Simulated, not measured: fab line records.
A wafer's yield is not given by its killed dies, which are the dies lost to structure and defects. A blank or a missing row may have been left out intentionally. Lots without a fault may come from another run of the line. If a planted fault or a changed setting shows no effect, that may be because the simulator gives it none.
fab line records	flow nandHarc
record: lots: 6	wafers: 18	lastDay: 33
route steps=1302 shown A_CHANNEL_HOLE_D2@604 A_CHANNEL_FILL_D2@610
lots untouched by any fault: they come from a run of this same line in which no faults occurred
startH: hours from the record's opening day to when the first of the lot's shown wafers began	waitH: hours since the lot's step before	" unchanged from the row above	L1.1+2: several wafers, shown together as one row	- either no value or no given start	* or withheld: withheld	< > ~ a bound
route shown NAME@n: NAME is a module with steps in the file, n the number in the route of the first one	usual: the fault-free wafers' mean and standard deviation	same: alike in all rows	chamber/n: place in a boat	sites: readings site by site	_std_site: standard deviation across them	_edge_site: the outer-site mean with the inner-site mean subtracted	radiusMm: for every site, how far away it sits from the centre of the wafer	mask NAME#n: copy n	behind: the tool/chamber that last shaped the wafer	hold: what put the lot on hold/how long, in hours/how the hold closed	device: the transistor (n, p or np) that didn't switch	end of line: the same wafers' tests at the end of the route	step lacking rows: just its recipe	killed: count of dies lost to structure and defects at first sort (not the wafer's yield)	map: shows each die of a wafer: x if killed, . if not, _ if none is there
set.NAME: the setting the step ran with; set.NAME@STEP: the setting that earlier step ran with	model.NAME: the simulator's own value behind a step, which no gauge read
a table for each step, a row for each wafer; lots at some steps of the route
services: the hour from which a tool's chamber was out of use, counted from the record's first day as startH (under 0 if before that day), plus the number of hours and why
== steps ==
step: NHARC_A_CHANNEL_HOLE_D2_STRIP_28
recipe: o2FlowSccm: 500	arFlowSccm: 0	biasW: 0	chemistry: O2
usual: drypumpMotorCurrentA: 5.57/0.29	mfcArSccm: 0.005/0.01	oesProductAu: 1.001/0.007	rfVppV: 57.7/0.91	showerheadPlenumPTorr: 3.49/0.13	throttleValvePct: 17.036/0.0083
lot.wafer	tool	chamber	startH	waitH	drypumpMotorCurrentA	mfcArSccm	oesProductAu	rfHoursCounterH	rfVppV	showerheadPlenumPTorr	throttleValvePct
L213.1	rieDiel-10	3	-	-	5.95	0.000	0.995	6.3	58.4	3.39	17.031
L213.6	"	0	"	"	5.33	0	1.000	-	58.8	3.33	17.038
L213.5	"	1	"	"	5.73	0	0.995	-	58.1	3.53	17.043
L217.3	rieDiel-07	1	-	-	5.72	0	0.995	8.0	58.3	3.65	17.043
L217.1	"	2	"	"	5.15	0	0.999	8.3	57.4	3.30	17.037
L217.6	"	1	"	"	5.72	0	1.009	-	58.7	3.65	17.028
L219.3	rieDiel-06	3	-	-	5.58	0	1.009	7.2	58.1	3.69	17.043
L219.2	"	1	"	"	5.02	0	1.006	6.6	59.4	3.36	17.041
L219.4	"	1	"	"	4.99	0	0.991	-	56.7	3.36	17.048
L224.2	rieDiel-06	1	-	-	5.04	0	1.001	9.0	57.9	3.36	17.034
L224.4	"	2	"	"	5.63	0.010	0.995	9.1	57.5	3.47	17.042
L224.6	"	2	"	"	5.62	0.010	0.999	-	58.4	3.47	17.041
L225.3	rieDiel-10	3	-	-	5.95	0.000	0.999	4.7	58.3	3.39	17.052
L225.5	"	3	"	"	5.95	0.000	1.010	-	58.6	3.39	17.023
L225.6	"	0	"	"	5.32	0	0.998	-	56.8	3.33	17.034
L229.2	rieDiel-10	0	-	-	5.32	0	1.001	5.6	58.0	3.33	17.044
L229.5	"	3	"	"	5.96	0.000	1.014	-	59.2	3.39	17.033
L229.6	"	0	"	"	5.32	0	1.006	-	56.3	3.33	17.038
step: NHARC_A_CHANNEL_HOLE_D2_PRECLEAN_29
recipe: timeS: *	tempC: 50	bathAgeMin: 0	chemistry: SC1
step: NHARC_A_CHANNEL_HOLE_D2_SRD_30
step: NHARC_A_CHANNEL_HOLE_D2_CD_MEAS_31
usual: cdNm: 90.0/0.94
lot.wafer	tool	chamber	startH	waitH	cdNm
L213.1	cdSem-02	-	374.05	-	92.0
L213.5	"	-	"	"	92.0
L213.6	"	-	"	"	90.8
L217.1	cdSem-01	-	412.16	-	91.4
L217.3	"	-	"	"	88.8
L217.6	"	-	"	"	90.7
L219.2	cdSem-03	-	444.50	-	89.6
L219.3	"	-	"	"	91.4
L219.4	"	-	"	"	90.1
L224.2	cdSem-03	-	482.60	-	89.0
L224.4	"	-	"	"	88.9
L224.6	"	-	"	"	89.5
L225.3	cdSem-01	-	496.20	-	91.6
L225.5	"	-	"	"	90.8
L225.6	"	-	"	"	90.0
L229.2	cdSem-03	-	527.51	-	89.6
L229.5	"	-	"	"	89.4
L229.6	"	-	"	"	89.2
step: NHARC_A_CHANNEL_HOLE_D2_XSEM_32
recipe: landingEnergyEv: 35000
usual: botCdNm: 74.2/1.1	bowNm: 8.6/0.33	tiltDeg: 0.08/0.043
lot.wafer	tool	chamber	startH	waitH	botCdNm	bowNm	tiltDeg
L213.1	xsem-02	0	374.15	0.1	76.6	8.5	0.04
L213.5	"	0	"	"	75.6	8.4	0.04
L213.6	"	0	"	"	74.6	8.5	0.05
L217.1	xsem-01	0	412.25	0.1	75.8	8.8	0.06
L217.3	"	0	"	"	73.7	8.8	0.06
L217.6	"	0	"	"	75.8	8.8	0.06
L219.2	xsem-01	0	444.59	0.1	73.6	8.9	0.05
L219.3	"	0	"	"	75.4	8.9	0.05
L219.4	"	0	"	"	74.4	8.9	0.05
L224.2	xsem-01	0	482.69	0.1	72.4	8.6	0.07
L224.4	"	0	"	"	72.3	8.5	0.07
L224.6	"	0	"	"	72.9	8.5	0.07
L225.3	xsem-02	0	496.30	0.1	75.0	8.3	0.06
L225.5	"	0	"	"	75.9	8.3	0.06
L225.6	"	0	"	"	73.3	8.3	0.05
L229.2	xsem-02	0	527.60	0.1	73.7	9.0	0.01
L229.5	"	0	"	"	74.0	8.9	0.01
L229.6	"	0	"	"	73.2	9.0	0.01
step: NHARC_A_CHANNEL_HOLE_D2_INSPECT_40
usual: rawDefectCount: 260/72
lot.wafer	tool	chamber	startH	waitH	rawDefectCount
L213.1	defectInspect-02	-	374.25	-	191
L213.5	"	-	"	"	208
L213.6	"	-	"	"	240
L217.1	defectInspect-01	-	412.35	-	179
L217.3	"	-	"	"	272
L217.6	"	-	"	"	217
L219.2	defectInspect-02	-	444.68	-	226
L219.3	"	-	"	"	315
L219.4	"	-	"	"	252
L224.2	defectInspect-01	-	482.79	-	183
L224.4	"	-	"	"	260
L224.6	"	-	"	"	208
L225.3	defectInspect-01	-	496.39	-	248
L225.5	"	-	"	"	201
L225.6	"	-	"	"	228
L229.2	defectInspect-01	-	527.70	-	210
L229.5	"	-	"	"	167
L229.6	"	-	"	"	247
step: NHARC_A_CHANNEL_FILL_D2_PRECLEAN_00
recipe: timeS: *	tempC: 50	bathAgeMin: 0	chemistry: SC1
step: NHARC_A_CHANNEL_FILL_D2_SRD_01
step: NHARC_A_CHANNEL_FILL_D2_ALD_02
recipe: targetThkA: 60	pulseTimeS: 10	aldCycles: 60	tempC: 300	material: SiO2
step: NHARC_A_CHANNEL_FILL_D2_ALD_03
recipe: targetThkA: 60	pulseTimeS: 60	aldCycles: 58	tempC: 630	pressureTorr: 2	material: SiNx
usual: aldCycles: 58/0	precursorPulseHeightRel: 1.001/0.018
lot.wafer	tool	chamber	startH	waitH	aldCycles	precursorPulseHeightRel
L213.1	aldSinBatch-03	0	-	-	58	1.005
L213.5	"	0	"	"	58	0.996
L213.6	"	0	"	"	58	1.002
L217.1	aldSinBatch-02	0	-	-	58	1.016
L217.3	"	0	"	"	58	0.955
L217.6	"	0	"	"	58	1.001
L219.2	aldSinBatch-02	0	-	-	58	0.998
L219.3	"	0	"	"	58	1.000
L219.4	"	0	"	"	58	0.995
L224.2	aldSinBatch-03	0	-	-	58	0.992
L224.4	"	0	"	"	58	1.009
L224.6	"	0	"	"	58	1.035
L225.3	aldSinBatch-01	0	-	-	58	1.004
L225.5	"	0	"	"	58	0.982
L225.6	"	0	"	"	58	0.976
L229.2	aldSinBatch-03	0	-	-	58	1.063
L229.5	"	0	"	"	58	0.987
L229.6	"	0	"	"	58	0.987
step: NHARC_A_CHANNEL_FILL_D2_ALD_14
recipe: targetThkA: 25	pulseTimeS: 10	aldCycles: 25	tempC: 300	material: SiO2
usual: aldCycles: 25/0	heaterPowerW: 484/67	precursorPulseHeightRel: 1.000/0.021
lot.wafer	tool	chamber	startH	waitH	aldCycles	heaterPowerW	precursorPulseHeightRel
L213.1	aldHk-01	2	383.31	2.0	25	471	1.002
L213.5	"	2	"	"	25	478	0.981
L213.6	"	3	"	"	25	537	0.987
L217.1	aldHk-02	2	419.61	0.1	25	395	1.010
L217.3	"	3	"	"	25	532	0.999
L217.6	"	1	"	"	25	430	1.009
L219.3	aldHk-02	1	450.91	0.4	25	430	0.968
L219.4	"	2	"	"	25	401	0.941
L219.2	"	0	"	"	25	452	1.007
L224.2	aldHk-02	2	491.08	0.1	25	394	0.995
L224.4	"	3	"	"	25	531	0.981
L224.6	"	1	"	"	25	422	1.013
L225.3	aldHk-01	3	503.71	0.1	25	535	0.987
L225.5	"	1	"	"	25	504	0.972
L225.6	"	2	"	"	25	473	0.988
L229.2	aldHk-01	1	534.88	0.3	25	528	1.033
L229.6	"	1	"	"	25	509	1.036
L229.5	"	2	"	"	25	481	0.961
step: NHARC_A_CHANNEL_FILL_D2_ALD_15
recipe: targetThkA: 20	pulseTimeS: 60	aldCycles: 19	tempC: 630	pressureTorr: 2	material: SiNx
usual: aldCycles: 19/0	precursorPulseHeightRel: 0.999/0.021
lot.wafer	tool	chamber	startH	waitH	aldCycles	precursorPulseHeightRel
L213.1	aldSinBatch-02	0	-	-	19	1.008
L213.5	"	0	"	"	19	0.967
L213.6	"	0	"	"	19	1.004
L217.1	aldSinBatch-02	0	-	-	19	1.014
L217.3	"	0	"	"	19	1.019
L217.6	"	0	"	"	19	1.026
L219.2	aldSinBatch-01	0	-	-	19	0.968
L219.3	"	0	"	"	19	0.989
L219.4	"	0	"	"	19	0.994
L224.2	aldSinBatch-01	0	-	-	19	1.011
L224.4	"	0	"	"	19	1.018
L224.6	"	0	"	"	19	1.008
L225.3	aldSinBatch-02	0	-	-	19	1.023
L225.5	"	0	"	"	19	0.994
L225.6	"	0	"	"	19	0.981
L229.2	aldSinBatch-01	0	-	-	19	1.028
L229.5	"	0	"	"	19	0.949
L229.6	"	0	"	"	19	1.039
step: NHARC_A_CHANNEL_FILL_D2_ALD_16
recipe: targetThkA: 15	pulseTimeS: 10	aldCycles: 15	tempC: 300	material: SiO2
usual: aldCycles: 15/0	heaterPowerW: 488/67	precursorPulseHeightRel: 0.998/0.02
lot.wafer	tool	chamber	startH	waitH	aldCycles	heaterPowerW	precursorPulseHeightRel
L213.1	aldHk-01	2	388.56	0.1	15	479	0.993
L213.5	"	3	"	"	15	531	0.978
L213.6	"	0	"	"	15	603	0.982
L217.1	aldHk-02	2	425.29	0.6	15	399	1.003
L217.3	"	3	"	"	15	524	0.974
L217.6	"	0	"	"	15	434	0.986
L219.3	aldHk-02	3	455.91	0.1	15	534	0.963
L219.4	"	0	"	"	15	446	1.020
L219.2	"	1	"	"	15	427	1.010
L224.2	aldHk-02	0	496.21	0.0	13	439	1.004
L224.4	"	2	"	"	13	384	0.980
L224.6	"	1	"	"	13	418	1.009
L225.3	aldHk-02	2	508.86	0.1	13	400	1.012
L225.5	"	0	"	"	13	453	0.993
L225.6	"	1	"	"	13	428	1.021
L229.2	aldHk-03	3	539.86	0.1	15	400	0.974
L229.6	"	2	"	"	15	538	1.008
L229.5	"	3	"	"	15	387	0.996
step: NHARC_A_CHANNEL_FILL_D2_ANNEAL_17
recipe: tempC: 850	timeS: 1800
== services ==
tool	chamber	startH	hours	kind
aldHk-02	-	356.61	10.0	pm
aldHk-02	0	356.61	10.0	ventCycle
aldHk-02	1	356.61	10.0	ventCycle
aldHk-02	2	356.61	10.0	ventCycle
aldHk-02	3	356.61	10.0	ventCycle
aldHk-02	0	366.61	-	clean
aldHk-02	1	366.61	-	clean
aldHk-02	2	366.61	-	clean
aldHk-02	3	366.61	-	clean
xsem-01	-	374.00	14.0	pm
rieDiel-06	0	380.02	5.0	repair
aldHk-03	-	385.72	0.6	repair
aldHk-03	-	394.20	10.0	pm
rieDiel-10	-	419.70	9.0	pm
rieDiel-07	-	430.03	2.1	repair
rieDiel-06	0	437.00	9.5	repair
rieDiel-07	-	471.20	9.0	pm
aldHk-01	-	474.00	10.0	pm
rieDiel-07	2	483.11	7.7	repair
rieDiel-06	-	484.20	9.0	pm
aldSinBatch-01	-	506.00	26.0	pm
aldHk-03	-	507.27	0.9	repair
aldHk-02	-	534.61	10.0	pm
aldHk-02	0	534.61	10.0	ventCycle
== key ==
firstSign: step: NHARC_A_CHANNEL_FILL_D2_ALD_16	reading: aldCycles	direction: down	sigmas: 99+	usual: 15	struck: 13
effect none on later readings
metAt NHARC_A_CHANNEL_FILL_D2_ALD_16
struckWafers L224.2,L224.4,L224.6,L225.3,L225.5,L225.6
testerLeftOut L224,L225
onsetBetween 455.91 496.21
fault: kind: processParameterDrift	tool: aldHk-02	chamber: -	onsetH: 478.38	steps: NHARC_A_CHANNEL_FILL_D2_ALD_16	channel: aldCycles	offset: -2	shape: step	endH: 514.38	actsIn: theseRecipesOnly	stated: 15
testerLeftOut: of these lots the tester's yield and bins aren't shown, on N5 and GAA mostly nor the transistor test; their killed dies are dies lost to structure and defects alone, not to doping, threshold or leakage, so they don't give the yield
